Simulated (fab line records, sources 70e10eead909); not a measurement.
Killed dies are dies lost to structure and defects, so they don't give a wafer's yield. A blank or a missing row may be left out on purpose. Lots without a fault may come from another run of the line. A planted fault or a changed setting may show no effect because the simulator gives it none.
Chamber matching | flow nand_harc | NHARC_P_M1_STRIP_18 on rie_diel-10: 4 sister chambers
The step strips in N2/H2. 8 wafers are shown with their chamber, then 11 later ones without.

WAFERS WITH THEIR CHAMBER
wafer  | chamber | drypump_motor_current_A (A) | oes_product_au (a.u.)
L078.2 | 0       | 6.0                         | 1.011
L079.2 | 0       | 6.1                         | 1.001
L080.4 | 2       | 4.9                         | 1.003
L080.5 | 3       | 6.3                         | 0.987
L082.4 | 2       | 5.0                         | 0.998
L082.5 | 3       | 6.3                         | 0.988
L082.6 | 1       | 5.7                         | 1.003
L085.1 | 1       | 5.6                         | 1.001

WAFERS WITHOUT THEIR CHAMBER
wafer  | drypump_motor_current_A (A) | oes_product_au (a.u.)
L085.4 | 6.1                         | 1.001
L085.6 | 6.1                         | 0.992
L090.3 | 4.9                         | 1.018
L090.5 | 6.3                         | 0.992
L090.6 | 6.1                         | 1.004
L091.1 | 6.1                         | 1.010
L091.4 | 5.6                         | 0.979
L091.6 | 4.9                         | 1.004
L092.2 | 5.6                         | 0.976
L092.3 | 6.3                         | 0.997
L092.5 | 6.0                         | 1.000

WHICH CHAMBER EACH WENT THROUGH
wafer  | from the rows above     | in truth
L085.4 | 0                       | 0
L085.6 | can't be placed: 3 or 0 | 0
L090.3 | 2                       | 2
L090.5 | 3                       | 3
L090.6 | 0                       | 0
L091.1 | 0                       | 0
L091.4 | 1                       | 1
L091.6 | 2                       | 2
L092.2 | 1                       | 1
L092.3 | 3                       | 3
L092.5 | 0                       | 0
Placed correctly: 10 of 11. Can't be placed from these rows: 1 (the true chamber is among the candidates in 1). Placed wrongly: 0.
How it was worked out, from the rows above alone: a wafer's distance from a chamber is the root of the sum, over the readings, of the square of ((its reading less the chamber's mean) divided by the reading's scatter). The wafer belongs to the nearest chamber; if the next one is less than 2 further off, it can't be placed. A chamber's mean is the mean of its shown wafers. The scatter: the root of (the sum of the squares of (reading less its chamber's mean) over the shown wafers, divided by (wafers less chambers)).
